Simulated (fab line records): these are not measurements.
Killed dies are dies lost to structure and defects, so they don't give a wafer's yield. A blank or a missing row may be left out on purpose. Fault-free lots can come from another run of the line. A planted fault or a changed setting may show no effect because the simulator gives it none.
A lot that was struck, set against a sound lot	flow n5 finfet	20 out of 1938 route steps
Sound: the wafers L636.2, L636.3, L636.6. Wafers L656.1, L656.2, L656.6 were the ones struck. The cause is named last.
Order at every step that has rows: each side's tool, ch and its chambers, its first start. Under that, the readings that differ: sound wafers	struck wafers	difference of the means	sigmas: that difference in standard deviations of wafers without a fault.
alike: words and numbers the same on both sides, and readings whose means are apart by under 2 such deviations; not compared: readings that were withheld, readings missing a value for some wafer, numbers with overlapping values and no deviation given by the record, and bounds like >300 which may hide the same value.
The two part at a step that has a row with sigmas, a row that says differs or no value, or rows on one side only. Non-overlapping numbers with no deviation appear without sigmas and do not part them. A reading that every wafer of one side lacks parts them only if that side has two wafers or more.

N5_WELL_APT_RTA_34: time 10 s.
  sound on rtp anneal-02 ch 0, day 1 21:59; struck on rtp anneal-01 ch 0, day 6 22:06
reading	sound	struck	difference	sigmas
anneal temp c max	1008.1 1005.5 1008.8	1003.3 1004.6 1003.7	-3.6	-2
  alike: lamp power pct, wafer_temp_C_max
then, 4 steps without rows for these wafers: N5_WELL_APT_OXIDE_STRIP_42 (strips SiO2 in dHF, time 45 s, target depth 12 nm); N5_WELL_APT_PRECLEAN_36 (cleans in O3/DIW, time 45 s); N5_WELL_APT_PRECLEAN_39 (cleans in dHF, time 60 s); N5_WELL_APT_SRD_37 (time 30 s).
N5_WELL_APT_EPI_41: deposits Si from SiH4/H2, target thk 50 nm, time 297.7 s.
  sound on epi rpcvd-01 ch 0, day 1 22:19; struck on epi rpcvd-01 ch 0, day 6 22:21
  alike: throttle valve pct
N5_WELL_APT_INSPECT_38: inspects for defects (darkfield).
  struck on defect inspect-01, day 6 22:59; sound on defect inspect-01, day 1 22:50
  alike: raw defect count
N5_PMOS_HMC_CHANNEL_EPI_HM_DEP_34: deposits SiO2 from TEOS/O2, target thk 36 nm, time 6.9 s.
  sound on pecvd-01 ch 0,2, day 1 22:53; struck on pecvd-02 ch 0,2, day 6 23:01
  alike: heater power w, showerhead plenum p Torr, showerhead vpp V, throttle valve pct
then, 4 steps without rows for these wafers: N5_PMOS_HMC_CHANNEL_EPI_COAT_31 (time 60 s, resist thk 66 nm); N5_PMOS_HMC_CHANNEL_EPI_COAT_03 (resist thk 205 nm); N5_PMOS_HMC_CHANNEL_EPI_EBR_05; N5_PMOS_HMC_CHANNEL_EPI_SOFTBAKE_04 (time 60 s).
N5_PMOS_HMC_CHANNEL_EPI_EXPOSE_06: exposes mask PMOS HMC BLK, target cd 240 nm.
  sound on arfi scanner-03 ch 0, day 2 02:05; struck on arfi scanner-03 ch 0, day 6 23:18
reading	sound	struck	difference	sigmas
model.PMOS_HMC_CHANNEL_EPI.overlay x nm (nm)	-0.1543 -0.1543 -0.1543	29.81 29.81 29.81	+29.96	
  alike: mask, reticle temp C
then, 2 steps without rows for these wafers: N5_PMOS_HMC_CHANNEL_EPI_PEB_07 (peb time 60 s); N5_PMOS_HMC_CHANNEL_EPI_DEVELOP_08 (develop time 30 s).
N5_PMOS_HMC_CHANNEL_EPI_CD_MEAS_09: the cd target is 237.4 nm.
  sound on cd sem-03 ch 0, day 2 02:12; struck on cd sem-02 ch 0, day 6 23:25
  alike: cd nm
N5_PMOS_HMC_CHANNEL_EPI_OVL_MEAS_10:
  sound on overlay-02 ch 0, day 2 02:14; struck on overlay-02 ch 0, day 6 23:27
reading	sound	struck	difference	sigmas
PMOS_HMC_BLK_OVL (nm)	0.0 -1.8 -0.1	28.7 28.0 27.8	+28.8	+35
N5_PMOS_HMC_CHANNEL_EPI_INSPECT_11: inspects for defects (macro).
  struck on defect inspect-02, day 6 23:29; sound on defect inspect-01, day 2 02:15
  alike: raw defect count
-- here the record skips 6 days between the struck wafers' starts before and after, leaving off in module PMOS_HMC_CHANNEL_EPI and picking up in module BEOL_M4 (first step shown: number 1111 of the route) --
N5_BEOL_M4_RC_MEAS_101:
  sound on prober-02 ch 0, day 8 04:36; struck on prober-02 ch 0, day 12 23:18
reading	sound	struck	difference	sigmas
DIBL_P (mV/V)	35.3 35.4 35.0	38.6 39.9 40.3	+4.4	+3
IOFF_P (nA/um)	0.178 0.186 0.176	0.216 0.232 0.243	+0.050	+2
  alike: DIBL_N, IOFF_N, ION_N, ION_P, SS_N, SS_P, VT_N, VT_P
-- the record jumps here: 4 days lie between the struck wafers' starts before and after (it left off in module BEOL_M4 and takes up again in module PASSIVATION, whose first step shown is number 1936 of the route) --
N5_PASSIVATION_PROBE_49:
  struck on prober-01, day 17 07:54; sound on prober-01, day 12 08:32
reading	sound	struck	difference	sigmas
killed at other	1 0 1	12 3 8	+7	+2
killed open	56 65 46	84 89 71	+26	+2
  alike: defect limited yield, killed_at_M0_to_M3, killed_at_M4_up, killed at contacts, killed at front end, killed dies, killed short, sort_bin_5_function, sort_bin_6_memory, sort n pass, sort yield pct

## WHERE THEY PART
First at N5_WELL_APT_RTA_34; last, within this record, at N5_PASSIVATION_PROBE_49.

WHY: what had been put in by the simulator
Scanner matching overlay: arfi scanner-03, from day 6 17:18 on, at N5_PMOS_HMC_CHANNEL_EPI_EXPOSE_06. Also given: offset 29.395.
